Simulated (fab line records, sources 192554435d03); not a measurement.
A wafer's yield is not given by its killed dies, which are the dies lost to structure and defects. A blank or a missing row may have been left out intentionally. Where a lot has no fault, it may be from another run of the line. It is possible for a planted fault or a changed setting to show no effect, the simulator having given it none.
fab line records | flow n5_finfet
record: lots: 10 | wafers: 30 | last_day: 18
route steps=1938 shown FIN_SAQP@101 BEOL_M4@1111 PASSIVATION@1936
lots that met no fault: taken from a fault-free run of the same line
start_h: hours from the record's opening day to when the first of the lot's shown wafers began | wait_h: hours since the lot's step before | " identical to the entry in the row above | L1.1+2: a row that stands for several wafers | - no value, or no start given | * or withheld: withheld | < > ~ a bound
route shown NAME@n: names a module that has steps shown in the file, with the first one's number in the route | usual: average and standard deviation across the fault-free wafers | same: alike in all rows | chamber/n: place in a boat | sites: each site's reading | _std_site: the standard deviation of these | _edge_site: the outer-site mean with the inner-site mean subtracted | radius_mm: for every site, how far away it sits from the centre of the wafer | mask NAME#n: copy n | behind: the last tool/chamber to shape the wafer | hold: cause of the lot's hold/its duration in hours/its outcome | device: which transistor (n, p or np) failed to switch | end of line: tests of these same wafers at the route's end | a step with no rows: only its recipe | killed: count of dies lost to structure and defects at first sort (not the wafer's yield) | map: dies across one wafer; x = killed, . = not, _ = none there
set.NAME: the run value of the setting; set.NAME@STEP: its run value at that earlier step | model.NAME: the simulator's own value behind a step, which no gauge read
a sample of lots followed through the steps of the route, with each step as a table and each wafer as a row
services: the hour from which a tool's chamber was out of use, counted from the record's first day as start_h (under 0 if before that day), plus the number of hours and why
== steps ==
step: N5_FIN_SAQP_THK_MEAS_07
usual: thk_nm: 59.9/0.8
lot.wafer | tool          | chamber | start_h | wait_h | thk_nm
L857.1    | film_metro-02 | -       | 32.91   | 0.1    | 60.2
L857.3    | "             | -       | "       | "      | 59.3
L857.4    | "             | -       | "       | "      | 60.6
L861.1    | film_metro-01 | -       | 58.10   | 0.1    | 60.4
L861.3    | "             | -       | "       | "      | 59.7
L861.5    | "             | -       | "       | "      | 60.7
L863.1    | film_metro-01 | -       | 68.78   | 0.1    | 59.9
L863.4    | "             | -       | "       | "      | 60.7
L863.5    | "             | -       | "       | "      | 60.6
L864.2    | film_metro-01 | -       | 75.40   | 0.1    | 59.6
L864.5    | "             | -       | "       | "      | 61.2
L864.6    | "             | -       | "       | "      | 61.2
L866.1    | film_metro-02 | -       | 87.63   | 0.1    | 59.5
L866.4    | "             | -       | "       | "      | 60.6
L866.6    | "             | -       | "       | "      | 60.2
L869.1    | film_metro-02 | -       | 104.84  | 0.1    | 59.2
L869.2    | "             | -       | "       | "      | 58.9
L869.6    | "             | -       | "       | "      | 60.1
L870.1    | film_metro-01 | -       | 111.20  | 0.1    | 60.0
L870.2    | "             | -       | "       | "      | 59.6
L870.4    | "             | -       | "       | "      | 60.9
L874.3    | film_metro-01 | -       | 134.52  | 0.1    | 59.0
L874.4    | "             | -       | "       | "      | 59.2
L874.6    | "             | -       | "       | "      | 60.3
L876.2    | film_metro-02 | -       | 147.35  | 0.1    | 59.5
L876.3    | "             | -       | "       | "      | 59.4
L876.6    | "             | -       | "       | "      | 60.8
L877.1    | film_metro-01 | -       | 152.92  | 0.1    | 59.8
L877.2    | "             | -       | "       | "      | 60.5
L877.5    | "             | -       | "       | "      | 61.7
step: N5_FIN_SAQP_PEB_14
recipe: peb_temp_c: withheld | peb_time_s: 60 | resist: CAR-ArF
lot.wafer  | tool           | chamber | start_h | wait_h
L857.1+3+4 | litho_track-04 | 0       | 33.32   | 0.1
L861.1+3+5 | litho_track-01 | 0       | 58.52   | 0.1
L863.1+4+5 | litho_track-04 | 0       | 69.19   | 0.1
L864.2+5+6 | litho_track-04 | 0       | 75.82   | 0.0
L866.1+4+6 | litho_track-04 | 0       | 88.05   | 0.1
L869.1+2+6 | litho_track-03 | 0       | 105.26  | 0.1
L870.1+2+4 | litho_track-03 | 0       | 111.62  | 0.1
L874.3+4+6 | litho_track-01 | 0       | 134.84  | 0.0
L876.2+3+6 | litho_track-04 | 0       | 147.77  | 0.0
L877.1+2+5 | litho_track-04 | 0       | 153.34  | 0.1
step: N5_FIN_SAQP_CD_MEAS_16
recipe: target_cd_nm: 35.6 | landing_energy_ev: 500 | detector: se_inlens
usual: cd_nm: 35.60/0.26
lot.wafer | tool      | chamber | start_h | wait_h | cd_nm
L857.1    | cd_sem-03 | 0       | 33.39   | -      | 35.99
L857.3    | "         | 0       | "       | "      | 35.53
L857.4    | "         | 0       | "       | "      | 35.27
L861.1    | cd_sem-02 | 0       | 58.59   | -      | 35.87
L861.3    | "         | 0       | "       | "      | 35.80
L861.5    | "         | 0       | "       | "      | 35.80
L863.1    | cd_sem-02 | 0       | 69.26   | -      | 35.37
L863.4    | "         | 0       | "       | "      | 32.69
L863.5    | "         | 0       | "       | "      | 35.51
L864.2    | cd_sem-02 | 0       | 75.89   | -      | 35.20
L864.5    | "         | 0       | "       | "      | 35.90
L864.6    | "         | 0       | "       | "      | 32.70
L866.1    | cd_sem-03 | 0       | 88.12   | -      | 35.72
L866.4    | "         | 0       | "       | "      | 32.76
L866.6    | "         | 0       | "       | "      | 32.65
L869.1    | cd_sem-01 | 0       | 105.33  | -      | 35.40
L869.2    | "         | 0       | "       | "      | 34.91
L869.6    | "         | 0       | "       | "      | 35.16
L870.1    | cd_sem-02 | 0       | 111.69  | -      | 35.46
L870.2    | "         | 0       | "       | "      | 35.76
L870.4    | "         | 0       | "       | "      | 35.77
L874.3    | cd_sem-03 | 0       | 134.91  | -      | 35.83
L874.4    | "         | 0       | "       | "      | 35.59
L874.6    | "         | 0       | "       | "      | 35.57
L876.2    | cd_sem-01 | 0       | 147.84  | -      | 35.51
L876.3    | "         | 0       | "       | "      | 35.68
L876.6    | "         | 0       | "       | "      | 35.63
L877.1    | cd_sem-03 | 0       | 153.40  | -      | 36.09
L877.2    | "         | 0       | "       | "      | 35.61
L877.5    | "         | 0       | "       | "      | 36.02
step: N5_FIN_SAQP_MANDREL_ETCH_22
recipe: target_depth_a: 600 | chemistry: HBr/Cl2 | target: a-Si | stop_on: SiNx | bt_time_s: 10 | over_etch_frac: 0.5 | time_s: 30 | pressure_mtorr: 10 | icp_w: 800 | bias_w: 75 | HBr_flow_sccm: 150 | Cl2_flow_sccm: 80 | ends: end_point
usual: HBr_flow_sccm: 150.0/0.47 | drypump_motor_current_A: 5.8/0.53 | oes_product_au: 0.767/0.015 | throttle_valve_pct: 35.29/0.27
lot.wafer | tool      | chamber | start_h | wait_h | HBr_flow_sccm | drypump_motor_current_A | oes_product_au | rf_hours_counter_h | throttle_valve_pct
L857.1    | rie_si-06 | 1       | 34.01   | 0.0    | 149.6         | 5.2                     | 0.761          | 125                | 35.27
L857.3    | "         | 0       | "       | "      | 149.4         | 5.7                     | 0.772          | 79                 | 35.64
L857.4    | "         | 2       | "       | "      | 150.3         | 6.7                     | 0.769          | 61                 | 35.60
L861.1    | rie_si-06 | 0       | 58.98   | 0.0    | 149.7         | 5.7                     | 0.777          | 80                 | 35.62
L861.3    | "         | 2       | "       | "      | 149.8         | 6.7                     | 0.766          | 61                 | 35.58
L861.5    | "         | 3       | "       | "      | 149.8         | 5.4                     | 0.757          | -                  | 35.69
L863.1    | rie_si-01 | 0       | 69.70   | 0.0    | 150.0         | 5.2                     | 0.754          | 26                 | 34.71
L863.4    | "         | 1       | "       | "      | 150.1         | 5.8                     | 0.797          | 2                  | 35.28
L863.5    | "         | 0       | "       | "      | 150.3         | 5.2                     | 0.760          | -                  | 34.70
L864.2    | rie_si-01 | 2       | 76.27   | 0.0    | 150.5         | 6.5                     | 0.779          | 4                  | 35.49
L864.5    | "         | 2       | "       | "      | 150.6         | 6.5                     | 0.799          | -                  | 35.46
L864.6    | "         | 1       | "       | "      | 149.9         | 5.8                     | 0.804          | -                  | 35.28
L866.1    | rie_si-01 | 0       | 88.51   | 0.0    | 150.2         | 5.2                     | 0.744          | 27                 | 34.72
L866.4    | "         | 2       | "       | "      | 150.3         | 6.5                     | 0.805          | 5                  | 35.49
L866.6    | "         | 2       | "       | "      | 149.4         | 6.5                     | 0.793          | -                  | 35.48
L869.1    | rie_si-03 | 2       | 105.71  | 0.0    | 150.1         | 6.0                     | 0.759          | 164                | 35.12
L869.2    | "         | 1       | "       | "      | 149.8         | 6.2                     | 0.758          | 26                 | 35.41
L869.6    | "         | 2       | "       | "      | 150.4         | 6.0                     | 0.759          | -                  | 35.10
L870.1    | rie_si-06 | 3       | 112.21  | 0.0    | 149.1         | 5.4                     | 0.751          | 1                  | 35.69
L870.2    | "         | 0       | "       | "      | 150.3         | 5.7                     | 0.777          | 81                 | 35.64
L870.4    | "         | 1       | "       | "      | 150.1         | 5.2                     | 0.759          | 126                | 35.26
L874.3    | rie_si-03 | 0       | 135.33  | 0.0    | 150.3         | 5.8                     | 0.756          | 73                 | 35.15
L874.4    | "         | 1       | "       | "      | 149.2         | 6.2                     | 0.768          | 27                 | 35.41
L874.6    | "         | 2       | "       | "      | 150.2         | 6.0                     | 0.765          | -                  | 35.09
L876.2    | rie_si-01 | 2       | 148.21  | 0.0    | 149.8         | 6.6                     | 0.786          | 6                  | 35.48
L876.3    | "         | 3       | "       | "      | 149.9         | 5.0                     | 0.756          | 11                 | 35.34
L876.6    | "         | 3       | "       | "      | 150.2         | 5.0                     | 0.772          | -                  | 35.32
L877.1    | rie_si-01 | 1       | 153.79  | 0.0    | 150.1         | 5.8                     | 0.787          | 4                  | 35.28
L877.2    | "         | 3       | "       | "      | 150.3         | 5.0                     | 0.765          | 11                 | 35.33
L877.5    | "         | 2       | "       | "      | 149.2         | 6.5                     | 0.797          | -                  | 35.46
step: N5_FIN_SAQP_RECESS_75
recipe: chemistry: HF/NH3 | target: SiO2 | target_depth_a: 144 | afs_cycles: 3 | temp_c: 30 | sublimation_temp_c: 180 | sublimation_time_s: 60
usual: drypump_motor_current_A: 5.38/0.24 | foreline_p_Torr: 0.1280/0.00069
lot.wafer | tool          | chamber | start_h | wait_h | drypump_motor_current_A | foreline_p_Torr
L857.1    | vapor_etch-01 | 0       | 34.46   | 0.0    | 5.33                    | 0.1276
L857.3    | "             | 0       | "       | "      | 5.34                    | 0.1269
L857.4    | "             | 1       | "       | "      | 5.35                    | 0.1285
L861.1    | vapor_etch-02 | 1       | 59.69   | 0.1    | 5.11                    | 0.1283
L861.3    | "             | 0       | "       | "      | 5.85                    | 0.1290
L861.5    | "             | 1       | "       | "      | 5.09                    | 0.1278
L863.1    | vapor_etch-02 | 0       | 70.12   | 0.0    | 5.85                    | 0.1280
L863.4    | "             | 0       | "       | "      | 5.81                    | 0.1282
L863.5    | "             | 1       | "       | "      | 5.08                    | 0.1281
L864.2    | vapor_etch-01 | 0       | 76.69   | 0.0    | 5.34                    | 0.1284
L864.5    | "             | 1       | "       | "      | 5.33                    | 0.1273
L864.6    | "             | 0       | "       | "      | 5.36                    | 0.1262
L866.1    | vapor_etch-02 | 0       | 89.04   | 0.0    | 5.83                    | 0.1283
L866.4    | "             | 1       | "       | "      | 5.05                    | 0.1281
L866.6    | "             | 0       | "       | "      | 5.82                    | 0.1286
L869.1    | vapor_etch-01 | 0       | 106.15  | 0.0    | 5.32                    | 0.1283
L869.2    | "             | 1       | "       | "      | 5.35                    | 0.1283
L869.6    | "             | 1       | "       | "      | 5.32                    | 0.1276
L870.1    | vapor_etch-02 | 1       | 112.69  | 0.0    | 5.09                    | 0.1283
L870.2    | "             | 0       | "       | "      | 5.84                    | 0.1281
L870.4    | "             | 1       | "       | "      | 5.07                    | 0.1278
L874.3    | vapor_etch-01 | 0       | 135.87  | 0.1    | 5.34                    | 0.1278
L874.4    | "             | 1       | "       | "      | 5.34                    | 0.1283
L874.6    | "             | 0       | "       | "      | 5.36                    | 0.1287
L876.2    | vapor_etch-01 | 0       | 148.78  | 0.0    | 5.38                    | 0.1286
L876.3    | "             | 1       | "       | "      | 5.34                    | 0.1282
L876.6    | "             | 0       | "       | "      | 5.38                    | 0.1287
L877.1    | vapor_etch-01 | 0       | 154.40  | 0.1    | 5.33                    | 0.1285
L877.2    | "             | 1       | "       | "      | 5.36                    | 0.1276
L877.5    | "             | 0       | "       | "      | 5.35                    | 0.1282
step: N5_BEOL_M4_RC_MEAS_101
usual: DIBL_N: 36.3/1.6 | DIBL_P: 36.5/1.6 | IOFF_N: 0.163/0.026 | IOFF_P: 0.22/0.033 | ION_N: 676/9.9 | ION_P: 464/6.5 | SS_N: 71.5/0.5 | SS_P: 73.3/0.64 | VT_N: 249.3/2.9 | VT_P: -250/3.2
lot.wafer | tool      | chamber | start_h | wait_h | DIBL_N[mV/V] | DIBL_P[mV/V] | IOFF_N[nA/um] | IOFF_P[nA/um] | ION_N[uA/um] | ION_P[uA/um] | SS_N[mV/dec] | SS_P[mV/dec] | VT_N[mV] | VT_P[mV]
L857.1    | prober-02 | 0       | 200.28  | 0.1    | 36.5         | 35.4         | 0.157         | 0.23          | 674          | 461          | 72.0         | 72.8         | 251.4    | -249
L857.3    | "         | 0       | "       | "      | 38.0         | 37.1         | 0.188         | 0.26          | 685          | 476          | 72.2         | 73.8         | 244.5    | -245
L857.4    | "         | 0       | "       | "      | 35.6         | 34.9         | 0.149         | 0.22          | 695          | 479          | 71.3         | 73.0         | 246.2    | -246
L861.1    | prober-01 | 0       | 215.01  | 0.0    | 35.5         | 36.1         | 0.146         | 0.20          | 666          | 453          | 71.3         | 73.2         | 252.9    | -253
L861.3    | "         | 0       | "       | "      | 38.1         | 38.4         | 0.192         | 0.24          | 687          | 462          | 71.6         | 73.6         | 246.5    | -249
L861.5    | "         | 0       | "       | "      | 35.7         | 36.6         | 0.154         | 0.21          | 680          | 468          | 70.6         | 73.5         | 246.8    | -251
L864.2    | prober-02 | 0       | 234.80  | 0.2    | 38.9         | 37.9         | 0.218         | 0.28          | 683          | 474          | 72.0         | 73.7         | 246.9    | -247
L864.5    | "         | 0       | "       | "      | 39.4         | 38.2         | 0.235         | 0.28          | 689          | 469          | 72.1         | 74.2         | 242.8    | -246
L864.6    | "         | 0       | "       | "      | 39.1         | 37.9         | 0.222         | 0.28          | 696          | 473          | 72.5         | 73.8         | 244.2    | -245
L863.1    | prober-01 | 0       | 235.10  | 0.0    | 34.5         | 35.3         | 0.135         | 0.17          | 670          | 452          | 71.3         | 72.5         | 252.4    | -254
L863.4    | "         | 0       | "       | "      | 34.2         | 35.9         | 0.142         | 0.18          | 682          | 464          | 71.1         | 72.5         | 249.9    | -250
L863.5    | "         | 0       | "       | "      | 33.9         | 34.6         | 0.129         | 0.17          | 674          | 461          | 71.5         | 72.6         | 249.3    | -252
L866.1    | prober-01 | 0       | 257.76  | 0.0    | 35.7         | 35.7         | 0.159         | 0.22          | 679          | 465          | 71.2         | 73.0         | 248.4    | -249
L866.4    | "         | 0       | "       | "      | 33.8         | 33.9         | 0.133         | 0.20          | 664          | 467          | 70.5         | 72.6         | 249.7    | -249
L866.6    | "         | 0       | "       | "      | 35.4         | 36.0         | 0.158         | 0.23          | 672          | 460          | 71.8         | 73.0         | 250.1    | -248
L870.1    | prober-02 | 0       | 266.32  | 0.0    | 33.4         | 33.8         | 0.116         | 0.16          | 656          | 456          | 70.8         | 72.8         | 254.8    | -256
L870.2    | "         | 0       | "       | "      | 36.1         | 36.6         | 0.158         | 0.20          | 679          | 457          | 71.7         | 73.6         | 248.3    | -253
L870.4    | "         | 0       | "       | "      | 36.3         | 36.6         | 0.153         | 0.19          | 669          | 459          | 71.2         | 73.0         | 251.0    | -253
L869.1    | prober-02 | 0       | 270.75  | 0.0    | 37.3         | 36.9         | 0.188         | 0.22          | 682          | 458          | 72.1         | 73.1         | 246.8    | -248
L869.2    | "         | 0       | "       | "      | 36.9         | 36.7         | 0.187         | 0.22          | 675          | 459          | 72.5         | 73.4         | 244.9    | -250
L869.6    | "         | 0       | "       | "      | 36.6         | 36.5         | 0.175         | 0.21          | 680          | 461          | 72.1         | 72.7         | 248.3    | -249
L874.3    | prober-01 | 0       | 307.48  | 0.3    | 33.9         | 34.1         | 0.123         | 0.21          | 676          | 477          | 71.4         | 72.4         | 255.8    | -246
L874.4    | "         | 0       | "       | "      | 34.3         | 34.0         | 0.123         | 0.20          | 665          | 459          | 71.0         | 73.1         | 254.4    | -248
L874.6    | "         | 0       | "       | "      | 34.3         | 33.9         | 0.128         | 0.21          | 663          | 467          | 71.2         | 72.2         | 256.5    | -247
L876.2    | prober-01 | 0       | 309.38  | 0.2    | 35.9         | 35.8         | 0.146         | 0.20          | 667          | 459          | 71.0         | 73.1         | 253.6    | -251
L876.3    | "         | 0       | "       | "      | 35.8         | 36.3         | 0.143         | 0.20          | 671          | 467          | 71.2         | 73.1         | 250.4    | -253
L876.6    | "         | 0       | "       | "      | 35.9         | 36.1         | 0.152         | 0.20          | 675          | 462          | 71.4         | 72.5         | 251.3    | -254
L877.1    | prober-01 | 0       | 316.29  | 0.0    | 36.0         | 37.1         | 0.169         | 0.22          | 669          | 465          | 71.8         | 73.4         | 249.5    | -250
L877.2    | "         | 0       | "       | "      | 34.9         | 35.2         | 0.145         | 0.19          | 662          | 456          | 71.6         | 73.5         | 252.3    | -251
L877.5    | "         | 0       | "       | "      | 35.7         | 36.3         | 0.164         | 0.22          | 672          | 462          | 71.7         | 73.8         | 250.3    | -248
step: N5_PASSIVATION_PROBE_49
usual: defect_limited_yield: 91.2/1.5 | killed_at_M0_to_M3: 32/9.6 | killed_at_M4_up: 13/5.3 | killed_at_contacts: 13/6.7 | killed_at_front_end: 42/11 | killed_at_other: 3.8/2.9 | killed_dies: 103/17 | killed_open: 67/13 | killed_short: 35/7.9 | sort_bin_5_function: 5.2/0.94 | sort_bin_6_memory: 3.3/0.64 | sort_n_pass: 1077/17 | sort_yield_pct: 91.2/1.5
same: gross_dies: 1180 | killed_at_back_side: 0 | sort_bin_4_leakage[%]: 0 | sort_bin_8_speed[%]: 0
lot.wafer | tool      | chamber | start_h | wait_h | defect_limited_yield[%] | killed_at_M0_to_M3 | killed_at_M4_up | killed_at_contacts | killed_at_front_end | killed_at_other | killed_dies | killed_open | killed_short | sort_bin_5_function[%] | sort_bin_6_memory[%] | sort_n_pass | sort_yield_pct[%]
L864.6    | prober-01 | -       | 346.41  | 0.3    | 90.3                    | 37                 | 8               | 10                 | 50                  | 9               | 114         | 75          | 37           | 5.5                    | 4.0                  | 1066        | 90.3
L866.6    | prober-01 | -       | 367.28  | 0.3    | 92.6                    | 12                 | 13              | 14                 | 39                  | 9               | 87          | 54          | 31           | 4.4                    | 2.9                  | 1093        | 92.6
killed by level:class
L864.6 STI_FIN_REVEAL:geometric_particle:open=27 BEOL_M0_SAQP:geometric_particle:short=15 BEOL_M0_SAQP:geometric_particle:open=13 MOL_CONTACT_COAG:geometric_particle:open=8 FIN_SAQP:geometric_particle:short=6 BEOL_M1:geometric_particle:open=6 BEOL_M7:geometric_particle:open=4 STI_FIN_REVEAL:geometric_particle:short=3
L866.6 MOL_CONTACT_COAG:geometric_particle:open=11 FIN_SAQP:geometric_particle:open=9 FIN_SAQP:geometric_particle:short=8 DUMMY_GATE:geometric_particle:open=6 BEOL_M4:geometric_particle:open=5 BEOL_M2:geometric_particle:open=4 PASS1_DEP:geometric_particle:open=4 STI_FIN_REVEAL:geometric_particle:open=3
== services ==
tool          | chamber | start_h | hours | kind
vapor_etch-02 | -       | 107.69  | 2.8   | pm
vapor_etch-01 | -       | 127.12  | 1.1   | repair
== key ==
first_sign: step: N5_FIN_SAQP_CD_MEAS_16 | reading: cd_nm | direction: down | sigmas: 11 | usual: 35.60 | struck: 32.70
effect none on later readings
met_at N5_FIN_SAQP_PEB_14
struck_lots L863,L864,L866
struck_wafers L863.4,L864.6,L866.4,L866.6
not_acting_at N5_FIN_SAQP_THK_MEAS_07,N5_FIN_SAQP_MANDREL_ETCH_22,N5_FIN_SAQP_RECESS_75
onset_between 33.32 69.19
fault: kind: process_parameter_drift | tool: litho_track-04 | chamber: - | onset_h: 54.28 | steps: N5_FIN_SAQP_PEB_14 | channel: peb_time_s | offset: * | shape: step | end_h: 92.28 | scope: struck_wafers_only | acts_in: * | stated: *
